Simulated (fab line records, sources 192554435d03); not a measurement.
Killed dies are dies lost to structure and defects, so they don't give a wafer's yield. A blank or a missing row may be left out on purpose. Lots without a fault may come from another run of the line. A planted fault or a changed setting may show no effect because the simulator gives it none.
One fault seen from 2 desks | flow n5_finfet | each desk has only its own numbers; what lay behind them comes last

THE TOOL OWNER'S DESK: euv_scanner-01
The tool's own readings at N5_DUMMY_GATE_EXPOSE_12 (exposes mask GATE, target cd 25 nm): means of the sampled wafers that have a number, for each lot that ran on this tool. A lot is out of limits, marked OUT, if its mean lies more than 4 standard deviations from the usual mean; the brackets give that distance.
Columns: A = exposure_dose_mJ_cm2 at N5_DUMMY_GATE_EXPOSE_12, usual 33.98
lot  | first seen here | A
L722 | day 3 08:29     | 34.00
L723 | day 3 12:31     | 34.01
L726 | day 4 03:56     | 34.04
L728 | day 4 16:02     | 34.00
L740 | day 7 17:25     | 36.11 (+38) OUT
L741 | day 7 22:25     | 35.69 (+30) OUT
This desk's finding: out of limits on L740, L741; first on L740, day 7 17:25 (exposure_dose_mJ_cm2 at N5_DUMMY_GATE_EXPOSE_12). In limits: L722, L723, L726, L728.

THE METROLOGY DESK
What the gauges read, lot by lot, whatever tool the lot ran on: means of the sampled wafers that have a number. A lot is out of limits, marked OUT, if its mean lies more than 4 standard deviations from the usual mean; the brackets give that distance. Of its 12 readings 7 are shown: the one that was out of limits first, and those that lie furthest out on some lot.
Columns: A = cd_nm at N5_DUMMY_GATE_CD_MEAS_15, usual 24.99 nm; B = DIBL_N at N5_BEOL_M4_RC_MEAS_101, usual 36.0 mV/V; C = DIBL_P at N5_BEOL_M4_RC_MEAS_101, usual 36.2 mV/V; D = IOFF_N at N5_BEOL_M4_RC_MEAS_101, usual 0.16 nA/um; E = ION_N at N5_BEOL_M4_RC_MEAS_101, usual 672 uA/um; F = SS_N at N5_BEOL_M4_RC_MEAS_101, usual 71.4 mV/dec; G = VT_P at N5_BEOL_M4_RC_MEAS_101, usual -251 mV
lot  | first seen here | A                | B    | C    | D    | E   | F    | G
L722 | day 3 04:19     | 24.93            | 32.6 | 33.6 | 0.12 | 672 | 70.6 | -253
L723 | day 3 08:21     | 24.89            | 38.9 | 37.5 | 0.20 | 675 | 72.2 | -248
L725 | day 3 19:42     | 25.17            | 34.4 | 35.0 | 0.13 | 666 | 70.6 | -250
L726 | day 3 23:37     | 25.15            | 35.9 | 37.6 | 0.16 | 667 | 71.7 | -252
L727 | day 4 06:17     | 24.99            | 34.4 | 34.6 | 0.13 | 662 | 70.8 | -254
L728 | day 4 11:45     | 25.12            | 35.7 | 36.0 | 0.16 | 681 | 71.0 | -249
L740 | day 7 13:15     | 24.01 (-4.4) OUT | 37.5 | 38.5 | 0.17 | 662 | 71.3 | -250
L741 | day 7 18:14     | 23.88 (-5.0) OUT | 40.0 | 40.4 | 0.23 | 697 | 72.6 | -250
L742 | day 8 00:46     | 24.80            | 38.1 | 36.6 | 0.17 | 680 | 71.7 | -244
L744 | day 8 10:35     | 24.83            | 36.6 | 36.4 | 0.16 | 679 | 71.3 | -248
This desk's finding: out of limits on L740, L741; first on L740, day 7 17:32 (cd_nm at N5_DUMMY_GATE_CD_MEAS_15). In limits: L722, L723, L725, L726, L727, L728, L742, L744.

PUT TOGETHER
The tool owner's desk could have raised an alarm at day 7 17:25, on L740, L741.
The metrology desk could have raised an alarm at day 7 17:32, on L740, L741.
Of the lots named, all ran N5_DUMMY_GATE_EXPOSE_12 on euv_scanner-01.

WHAT THE SIMULATOR HAD PUT IN
Process parameter drift: euv_scanner-01, from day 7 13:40 on, at N5_DUMMY_GATE_EXPOSE_12. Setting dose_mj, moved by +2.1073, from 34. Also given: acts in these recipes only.
Lots struck among those shown: L740, L741.
Hours from the fault's start to each desk's first reading out of limits: the tool owner's desk, 4; the metrology desk, 4.
